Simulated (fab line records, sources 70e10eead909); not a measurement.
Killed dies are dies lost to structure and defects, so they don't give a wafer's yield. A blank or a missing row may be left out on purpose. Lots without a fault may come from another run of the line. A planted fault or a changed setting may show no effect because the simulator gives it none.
A struck lot beside a sound one | flow nand_harc | 14 steps out of a route of 1159
Sound: wafers L687.1, L687.5, L687.6. Struck: wafer L691.5. (L691.3, L691.6 of the same lot were not struck and are left out.) The cause comes at the end.
At each step with rows: each side's tool, then ch and its chambers, then its first start. Under that, the readings that differ: sound wafers | struck wafers | difference of the means | sigmas: that difference in standard deviations of wafers without a fault.
alike: readings whose means differ by less than 2 such deviations, and words and numbers that are the same on both sides. not compared: withheld readings, readings that some wafer has no value for, bounds like >300 that may hide the same value, and numbers for which the record gives no deviation and whose values overlap.
The two part at a step that has a row with sigmas, a row that says differs or no value, or rows on one side only. Numbers that don't overlap but have no deviation are shown without sigmas and don't part them. A reading that every wafer of one side lacks parts them only if that side has two wafers or more.

NHARC_A_WL_FILL_CVD_03: deposits W, target thk 40 nm, time 3302 s.
  sound on cvd_w-01 ch 0,1, day 15 11:22; struck on cvd_w-01 ch 1, day 16 12:37
  alike: heater_power_outer_w, heater_power_w, throttle_valve_pct
NHARC_A_WL_FILL_ETCHBACK_04: etches the open film in NF3, target depth 60 nm, time 120 s.
  sound on rie_metal-01 ch 0,1, day 15 14:44; struck on rie_metal-03 ch 1, day 16 14:35
  reading                     | sound          | struck | difference | sigmas
  drypump_motor_current_A (A) | 5.80 5.81 6.05 | 5.32   | -0.57      | -2
  alike: oes_product_au, run_length_s
  not compared: rf_hours_counter_h
NHARC_A_WL_FILL_ETCHBACK_05: etches the open film in Cl2/BCl3, target depth 22 nm, time 60 s.
  sound on rie_metal-01 ch 0,1, day 15 14:57; struck on rie_metal-03 ch 1, day 16 14:47
  reading                     | sound          | struck | difference | sigmas
  drypump_motor_current_A (A) | 6.05 5.79 6.02 | 5.30   | -0.65      | -3
  alike: oes_product_au, run_length_s
  not compared: rf_hours_counter_h
NHARC_A_WL_FILL_STRIP_27: strips in N2/H2, time 20 s.
  sound on plasma_asher-01 ch 0,1, day 15 15:05; struck on plasma_asher-01 ch 0, day 16 14:58
  alike: drypump_motor_current_A, heater_power_w
  not compared: rf_hours_counter_h
then, 6 steps without rows for these wafers: NHARC_A_WL_FILL_STRIP_28 (strips in post etch residue remover, time 1200 s); NHARC_A_WL_FILL_PRECLEAN_06 (cleans in DIW, time 300 s); NHARC_A_WL_FILL_SRD_07; NHARC_A_WL_FILL_ANNEAL_08 (time 1800 s); NHARC_A_WL_FILL_ALD_10 (deposits SiO2, target thk 50 nm, pulse time 10 s, ald cycles 500); NHARC_A_WL_FILL_ETCHBACK_16 (etches the open film in C4F8/O2/Ar, target depth 88 nm, time 17.6 s).
NHARC_A_WL_FILL_STRIP_29: strips in O2, time 20 s.
  sound on rie_diel-11 ch 1,2,3, day 16 01:05; struck on rie_diel-04 ch 0, day 17 01:04
  alike: drypump_motor_current_A, oes_product_au, rf_vpp_V, showerhead_plenum_p_Torr, throttle_valve_pct
  not compared: rf_hours_counter_h
NHARC_A_WL_FILL_ETCHBACK_17: etches the open film in Cl2/BCl3, target depth 4 nm, time 26.7 s.
  sound on rie_metal-02 ch 0,1, day 16 01:11; struck on rie_metal-02 ch 1, day 17 01:13
  reading          | sound          | struck | difference | sigmas
  run_length_s (s) | 47.6 47.9 47.4 | 37.3   | -10.3      | -25
  alike: drypump_motor_current_A, oes_product_au
  not compared: rf_hours_counter_h
then, 1 step without rows for these wafers: NHARC_A_WL_FILL_PRECLEAN_18 (cleans in dHF, time 30 s).
NHARC_END_SORT_01:
  the record has rows for the sound wafers here (prober-02 ch 0, day 20 10:56) and none for the struck ones

WHERE THEY PART
First at NHARC_A_WL_FILL_ETCHBACK_04; last, within this record, at NHARC_END_SORT_01.

WHY: what the simulator had put in
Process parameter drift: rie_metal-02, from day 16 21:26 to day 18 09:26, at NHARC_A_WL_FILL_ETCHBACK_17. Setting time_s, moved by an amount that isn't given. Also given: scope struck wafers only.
